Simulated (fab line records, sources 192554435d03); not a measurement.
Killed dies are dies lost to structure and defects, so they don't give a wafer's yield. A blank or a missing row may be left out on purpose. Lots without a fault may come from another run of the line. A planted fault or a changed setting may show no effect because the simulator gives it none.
Which tool did it? | flow n5_finfet | 24 lots, 72 wafers sampled, at 6 steps of a route of 1938

WHAT THE GAUGES READ, wafer by wafer
The record holds no reading of a measuring or inspecting step that can be judged against a usual standard deviation.

WHICH TOOL RAN EACH LOT (tool, then ch and the chambers of the sampled wafers, then the start)
lot  | N5_BEOL_M1_ETCH_70                 | N5_BEOL_M1_ANNEAL_49         | N5_BEOL_M1_ANNEAL_87         | N5_BEOL_M1_ANNEAL_93         | N5_BEOL_M1_SPUTTER_94        | N5_BEOL_M1_CO_CAP_55
L075 | rie_diel-05 ch 1,3, day 6 07:44    | pvd_sputter-02, day 6 11:00  | pvd_sputter-02, day 6 11:40  | pvd_sputter-02, day 6 12:19  | pvd_sputter-02, day 6 12:28  | cvd_co-02 ch 0,1,2, day 6 13:32
L074 | rie_diel-01 ch 0,1,2, day 6 10:38  | pvd_sputter-01, day 6 12:22  | pvd_sputter-01, day 6 13:01  | pvd_sputter-01, day 6 13:41  | pvd_sputter-01, day 6 13:49  | cvd_co-02 ch 1,2, day 6 14:54
L076 | rie_diel-03 ch 1,3, day 6 10:40    | pvd_sputter-03, day 6 12:29  | pvd_sputter-03, day 6 13:09  | pvd_sputter-03, day 6 13:49  | pvd_sputter-03, day 6 13:57  | cvd_co-02 ch 0,1, day 6 15:02
L077 | rie_diel-03 ch 1,2,3, day 7 00:13  | pvd_sputter-03, day 7 01:44  | pvd_sputter-03, day 7 02:23  | pvd_sputter-03, day 7 03:03  | pvd_sputter-03, day 7 03:11  | cvd_co-02 ch 0,1,2, day 7 04:17
L078 | rie_diel-01 ch 0,1,3, day 7 07:03  | pvd_sputter-03, day 7 08:28  | pvd_sputter-03, day 7 09:08  | pvd_sputter-03, day 7 09:47  | pvd_sputter-03, day 7 09:56  | cvd_co-02 ch 0,1,2, day 7 11:08
L079 | rie_diel-05 ch 0,3, day 7 09:43    | pvd_sputter-01, day 7 12:04  | pvd_sputter-01, day 7 12:43  | pvd_sputter-01, day 7 13:23  | pvd_sputter-01, day 7 13:31  | cvd_co-01 ch 0,2, day 7 14:37
L080 | rie_diel-01 ch 0,2,3, day 7 18:18  | pvd_sputter-03, day 7 19:44  | pvd_sputter-03, day 7 20:24  | pvd_sputter-03, day 7 21:04  | pvd_sputter-03, day 7 21:12  | cvd_co-02 ch 1,2, day 7 22:17
L081 | rie_diel-03 ch 0,3, day 8 04:17    | pvd_sputter-02, day 8 06:27  | pvd_sputter-02, day 8 07:07  | pvd_sputter-02, day 8 07:46  | pvd_sputter-02, day 8 07:55  | cvd_co-01 ch 0,1,2, day 8 09:06
L082 | rie_diel-05 ch 0,1,2, day 8 07:51  | pvd_sputter-03, day 8 09:26  | pvd_sputter-03, day 8 10:08  | pvd_sputter-03, day 8 10:52  | pvd_sputter-03, day 8 11:01  | cvd_co-01 ch 1,2, day 8 12:07
L083 | rie_diel-01 ch 1,2, day 8 11:16    | pvd_sputter-02, day 8 13:58  | pvd_sputter-02, day 8 14:37  | pvd_sputter-02, day 8 15:17  | pvd_sputter-02, day 8 15:25  | cvd_co-01 ch 0,1, day 8 16:31
L084 | rie_diel-01 ch 0,1,2, day 8 15:31  | pvd_sputter-01, day 8 18:36  | pvd_sputter-01, day 8 19:16  | pvd_sputter-01, day 8 19:55  | pvd_sputter-01, day 8 20:04  | cvd_co-01 ch 0,1,2, day 8 21:08
L085 | rie_diel-05 ch 0,1,3, day 9 06:30  | pvd_sputter-02, day 9 08:19  | pvd_sputter-02, day 9 08:58  | pvd_sputter-02, day 9 09:38  | pvd_sputter-02, day 9 09:46  | cvd_co-02 ch 0,1, day 9 10:52
L086 | rie_diel-03 ch 0,3, day 9 10:11    | pvd_sputter-03, day 9 11:41  | pvd_sputter-03, day 9 12:20  | pvd_sputter-03, day 9 13:00  | pvd_sputter-03, day 9 13:08  | cvd_co-01 ch 0,1,2, day 9 14:13
L087 | rie_diel-01 ch 1,2, day 9 15:55    | pvd_sputter-01, day 9 17:28  | pvd_sputter-01, day 9 18:07  | pvd_sputter-01, day 9 18:47  | pvd_sputter-01, day 9 18:55  | cvd_co-02 ch 1,2, day 9 20:01
L088 | rie_diel-01 ch 1,2,3, day 9 19:00  | pvd_sputter-03, day 9 20:26  | pvd_sputter-03, day 9 21:06  | pvd_sputter-03, day 9 21:46  | pvd_sputter-03, day 9 21:54  | cvd_co-02 ch 0,1,2, day 9 22:59
L089 | rie_diel-05 ch 1,2, day 9 19:05    | pvd_sputter-01, day 9 20:34  | pvd_sputter-01, day 9 21:13  | pvd_sputter-01, day 9 21:53  | pvd_sputter-01, day 9 22:01  | cvd_co-01 ch 0,1,2, day 9 23:07
L090 | rie_diel-01 ch 0,3, day 10 12:43   | pvd_sputter-02, day 10 14:15 | pvd_sputter-02, day 10 14:55 | pvd_sputter-02, day 10 15:34 | pvd_sputter-02, day 10 15:43 | cvd_co-02 ch 1,2, day 10 17:23
L091 | rie_diel-05 ch 0,2,3, day 10 12:46 | pvd_sputter-03, day 10 14:06 | pvd_sputter-03, day 10 14:46 | pvd_sputter-03, day 10 15:25 | pvd_sputter-03, day 10 15:34 | cvd_co-02 ch 0,1,2, day 10 16:38
L092 | rie_diel-03 ch 0,3, day 10 18:45   | pvd_sputter-01, day 10 20:40 | pvd_sputter-01, day 10 21:20 | pvd_sputter-01, day 10 21:59 | pvd_sputter-01, day 10 22:08 | cvd_co-02 ch 0,1,2, day 10 23:13
L093 | rie_diel-05 ch 0,1, day 11 13:28   | pvd_sputter-03, day 11 15:21 | pvd_sputter-03, day 11 16:01 | pvd_sputter-03, day 11 16:40 | pvd_sputter-03, day 11 16:49 | cvd_co-01 ch 0,1,2, day 11 18:13
L095 | rie_diel-01 ch 1,2,3, day 11 16:32 | pvd_sputter-03, day 11 18:11 | pvd_sputter-03, day 11 18:50 | pvd_sputter-03, day 11 19:30 | pvd_sputter-03, day 11 19:38 | cvd_co-02 ch 0,2, day 11 20:50
L094 | rie_diel-01 ch 0,1,3, day 11 19:58 | pvd_sputter-03, day 11 21:16 | pvd_sputter-03, day 11 21:55 | pvd_sputter-03, day 11 22:35 | pvd_sputter-03, day 11 22:43 | cvd_co-01 ch 0,2, day 12 02:08
L096 | rie_diel-03 ch 0,1,3, day 11 20:38 | pvd_sputter-02, day 11 22:38 | pvd_sputter-02, day 11 23:17 | pvd_sputter-02, day 11 23:57 | pvd_sputter-02, day 12 00:05 | cvd_co-02 ch 0,2, day 12 02:29
L097 | rie_diel-03 ch 0,1, day 11 22:40   | pvd_sputter-02, day 12 00:57 | pvd_sputter-02, day 12 01:37 | pvd_sputter-02, day 12 02:16 | pvd_sputter-02, day 12 02:25 | cvd_co-02 ch 0,1,2, day 12 03:30
- N5_BEOL_M1_ETCH_70: etches SOC in N2/H2, target depth 80 nm, overetch 16 nm, time 120 s.
- N5_BEOL_M1_ANNEAL_49: time 240 s.
- N5_BEOL_M1_ANNEAL_87: time 240 s.
- N5_BEOL_M1_ANNEAL_93: time 240 s.
- N5_BEOL_M1_SPUTTER_94: material Cu, target thk 4.5 nm, time 8.29 s.
- N5_BEOL_M1_CO_CAP_55: material Co, precursor CCTBA/H2, target thk 2 nm, time 102.1 s.

WHAT THE TOOLS THEMSELVES READ (means of the sampled wafers that have a number; where no wafer has one, the mark that the record gives instead)
N5_BEOL_M1_ETCH_70. Usual: drypump_motor_current_A 5.8 A, standard deviation 0.39; oes_product_au 0.61 a.u., standard deviation 0.053; rf_vpp_V 524.0 V, standard deviation 1.8; showerhead_plenum_p_Torr 2.55 Torr, standard deviation 0.058; throttle_valve_pct 17.75 %, standard deviation 0.29.
lot  | tool        | drypump_motor_current_A (A) | oes_product_au (a.u.) | rf_vpp_V (V) | showerhead_plenum_p_Torr (Torr) | throttle_valve_pct (%) | flag
L075 | rie_diel-05 | 6.0                         | 0.61                  | 524.4        | 2.55                            | 18.09                  |
L074 | rie_diel-01 | 5.7                         | 0.64                  | 523.6        | 2.54                            | 17.62                  |
L076 | rie_diel-03 | 6.2                         | 0.62                  | 526.5        | 2.64                            | 17.75                  |
L077 | rie_diel-03 | 5.9                         | 0.62                  | 525.5        | 2.60                            | 17.75                  |
L078 | rie_diel-01 | 5.5                         | 0.59                  | 525.2        | 2.58                            | 17.81                  |
L079 | rie_diel-05 | 5.5                         | 0.56                  | 524.5        | 2.52                            | 18.14                  |
L080 | rie_diel-01 | 5.5                         | 0.59                  | 524.6        | 2.55                            | 17.70                  |
L081 | rie_diel-03 | 6.2                         | 0.66                  | 522.9        | 2.55                            | 17.57                  |
L082 | rie_diel-05 | 5.6                         | 0.61                  | 524.6        | 2.55                            | 17.76                  |
L083 | rie_diel-01 | 5.7                         | 0.64                  | 523.9        | 2.54                            | 17.59                  |
L084 | rie_diel-01 | 5.7                         | 0.62                  | 523.2        | 2.53                            | 17.65                  |
L085 | rie_diel-05 | 5.8                         | 0.57                  | 524.4        | 2.53                            | 18.13                  |
L086 | rie_diel-03 | 6.2                         | 0.66                  | 523.4        | 2.55                            | 17.57                  |
L087 | rie_diel-01 | 5.7                         | 0.64                  | 522.5        | 2.50                            | 17.50                  |
L088 | rie_diel-01 | 5.6                         | 0.66                  | 524.8        | 2.55                            | 17.53                  |
L089 | rie_diel-05 | 5.4                         | 0.65                  | 524.9        | 2.58                            | 17.46                  |
L090 | rie_diel-01 | 5.5                         | 0.62                  | 523.7        | 2.57                            | 17.75                  |
L091 | rie_diel-05 | 5.4                         | 0.59                  | 523.3        | 2.54                            | 17.82                  |
L092 | rie_diel-03 | 6.2                         | 0.62                  | 523.4        | 2.49                            | 17.57                  |
L093 | rie_diel-05 | 6.1                         | 0.57                  | 524.0        | 2.53                            | 18.13                  |
L095 | rie_diel-01 | 5.5                         | 0.66                  | 524.4        | 2.54                            | 17.56                  |
L094 | rie_diel-01 | 5.5                         | 0.63                  | 523.9        | 2.57                            | 17.73                  |
L096 | rie_diel-03 | 6.2                         | 0.60                  | 524.1        | 2.56                            | 17.69                  |
L097 | rie_diel-03 | 6.2                         | 0.58                  | 522.4        | 2.51                            | 17.65                  |

N5_BEOL_M1_ANNEAL_49. Usual: heater_power_w 844 W, standard deviation 110.
lot  | tool           | heater_power_w (W) | flag
L075 | pvd_sputter-02 | 927                |
L074 | pvd_sputter-01 | 854                |
L076 | pvd_sputter-03 | 790                |
L077 | pvd_sputter-03 | 805                |
L078 | pvd_sputter-03 | 858                |
L079 | pvd_sputter-01 | 844                |
L080 | pvd_sputter-03 | 835                |
L081 | pvd_sputter-02 | 845                |
L082 | pvd_sputter-03 | 783                |
L083 | pvd_sputter-02 | 954                |
L084 | pvd_sputter-01 | 863                |
L085 | pvd_sputter-02 | 922                |
L086 | pvd_sputter-03 | 809                |
L087 | pvd_sputter-01 | 945                |
L088 | pvd_sputter-03 | 826                |
L089 | pvd_sputter-01 | 876                |
L090 | pvd_sputter-02 | 822                |
L091 | pvd_sputter-03 | 794                |
L092 | pvd_sputter-01 | 927                |
L093 | pvd_sputter-03 | 764                |
L095 | pvd_sputter-03 | 766                |
L094 | pvd_sputter-03 | 780                |
L096 | pvd_sputter-02 | 875                |
L097 | pvd_sputter-02 | 876                |

N5_BEOL_M1_ANNEAL_87. Usual: heater_power_w 842 W, standard deviation 110.
lot  | tool           | heater_power_w (W) | flag
L075 | pvd_sputter-02 | 915                |
L074 | pvd_sputter-01 | 847                |
L076 | pvd_sputter-03 | 791                |
L077 | pvd_sputter-03 | 816                |
L078 | pvd_sputter-03 | 861                |
L079 | pvd_sputter-01 | 852                |
L080 | pvd_sputter-03 | 827                |
L081 | pvd_sputter-02 | 839                |
L082 | pvd_sputter-03 | 774                |
L083 | pvd_sputter-02 | 946                |
L084 | pvd_sputter-01 | 859                |
L085 | pvd_sputter-02 | 908                |
L086 | pvd_sputter-03 | 796                |
L087 | pvd_sputter-01 | 934                |
L088 | pvd_sputter-03 | 813                |
L089 | pvd_sputter-01 | 877                |
L090 | pvd_sputter-02 | 814                |
L091 | pvd_sputter-03 | 798                |
L092 | pvd_sputter-01 | 931                |
L093 | pvd_sputter-03 | 769                |
L095 | pvd_sputter-03 | 786                |
L094 | pvd_sputter-03 | 782                |
L096 | pvd_sputter-02 | 885                |
L097 | pvd_sputter-02 | 865                |

N5_BEOL_M1_ANNEAL_93. Usual: heater_power_w 845 W, standard deviation 110.
lot  | tool           | heater_power_w (W) | flag
L075 | pvd_sputter-02 | 931                |
L074 | pvd_sputter-01 | 849                |
L076 | pvd_sputter-03 | 783                |
L077 | pvd_sputter-03 | 800                |
L078 | pvd_sputter-03 | 865                |
L079 | pvd_sputter-01 | 853                |
L080 | pvd_sputter-03 | 831                |
L081 | pvd_sputter-02 | 843                |
L082 | pvd_sputter-03 | 775                |
L083 | pvd_sputter-02 | 946                |
L084 | pvd_sputter-01 | 863                |
L085 | pvd_sputter-02 | 914                |
L086 | pvd_sputter-03 | 809                |
L087 | pvd_sputter-01 | 930                |
L088 | pvd_sputter-03 | 809                |
L089 | pvd_sputter-01 | 878                |
L090 | pvd_sputter-02 | 811                |
L091 | pvd_sputter-03 | 796                |
L092 | pvd_sputter-01 | 947                |
L093 | pvd_sputter-03 | 784                |
L095 | pvd_sputter-03 | 776                |
L094 | pvd_sputter-03 | 775                |
L096 | pvd_sputter-02 | 861                |
L097 | pvd_sputter-02 | 874                |

N5_BEOL_M1_SPUTTER_94. Usual: substrate_temp_c -20.01 C, standard deviation 0.11; throttle_valve_pct 30.1 %, standard deviation 0.39.
lot  | tool           | substrate_temp_c (C) | throttle_valve_pct (%) | flag
L075 | pvd_sputter-02 | -20.00               | 30.1                   |
L074 | pvd_sputter-01 | -19.93               | 30.2                   |
L076 | pvd_sputter-03 | -20.00               | 30.2                   |
L077 | pvd_sputter-03 | -19.92               | 29.8                   |
L078 | pvd_sputter-03 | -19.96               | 29.8                   |
L079 | pvd_sputter-01 | -20.01               | 30.2                   |
L080 | pvd_sputter-03 | -20.21               | 30.1                   |
L081 | pvd_sputter-02 | -19.98               | 30.3                   |
L082 | pvd_sputter-03 | -20.09               | 30.2                   |
L083 | pvd_sputter-02 | -20.12               | 30.0                   |
L084 | pvd_sputter-01 | -19.99               | 30.0                   |
L085 | pvd_sputter-02 | -20.07               | 30.1                   |
L086 | pvd_sputter-03 | -19.91               | 30.1                   |
L087 | pvd_sputter-01 | -19.87               | 29.9                   |
L088 | pvd_sputter-03 | -20.15               | 30.0                   |
L089 | pvd_sputter-01 | -19.97               | 30.2                   |
L090 | pvd_sputter-02 | -20.06               | 30.0                   |
L091 | pvd_sputter-03 | -20.02               | 29.8                   |
L092 | pvd_sputter-01 | -19.90               | 29.8                   |
L093 | pvd_sputter-03 | -19.96               | 30.1                   |
L095 | pvd_sputter-03 | -19.98               | 30.0                   |
L094 | pvd_sputter-03 | -19.98               | 30.2                   |
L096 | pvd_sputter-02 | -20.18               | 30.5                   |
L097 | pvd_sputter-02 | -20.02               | 30.3                   |

N5_BEOL_M1_CO_CAP_55. Usual: heater_power_w 240 W, standard deviation 29.
lot  | tool      | heater_power_w (W) | flag
L075 | cvd_co-02 | 251                |
L074 | cvd_co-02 | 271                |
L076 | cvd_co-02 | 249                |
L077 | cvd_co-02 | 248                |
L078 | cvd_co-02 | 250                |
L079 | cvd_co-01 | 219                |
L080 | cvd_co-02 | 275                |
L081 | cvd_co-01 | 228                |
L082 | cvd_co-01 | 233                |
L083 | cvd_co-01 | 223                |
L084 | cvd_co-01 | 225                |
L085 | cvd_co-02 | 254                |
L086 | cvd_co-01 | 229                |
L087 | cvd_co-02 | 276                |
L088 | cvd_co-02 | 246                |
L089 | cvd_co-01 | 223                |
L090 | cvd_co-02 | 271                |
L091 | cvd_co-02 | 251                |
L092 | cvd_co-02 | 247                |
L093 | cvd_co-01 | 229                |
L095 | cvd_co-02 | 220                |
L094 | cvd_co-01 | 225                |
L096 | cvd_co-02 | 223                |
L097 | cvd_co-02 | 246                |

THE ANSWER, worked out from the rows above alone
Rule: a lot is off if the mean of its wafers that have a number lies more than 3 standard deviations from the usual mean. A lot without any number at a reading at which 4 lots or more have one is off too. The other lots that the step has rows for count as sound. The gauges are gone through in route order, then the tools' own readings, and for those a lot's mean is taken as printed above. The first step at which some lot is off is used, and at that step the reading that is off furthest; a lot without a number counts as furthest.
No lot is off at any reading shown: from this, nothing can be told.

WHAT THE SIMULATOR HAD PUT IN
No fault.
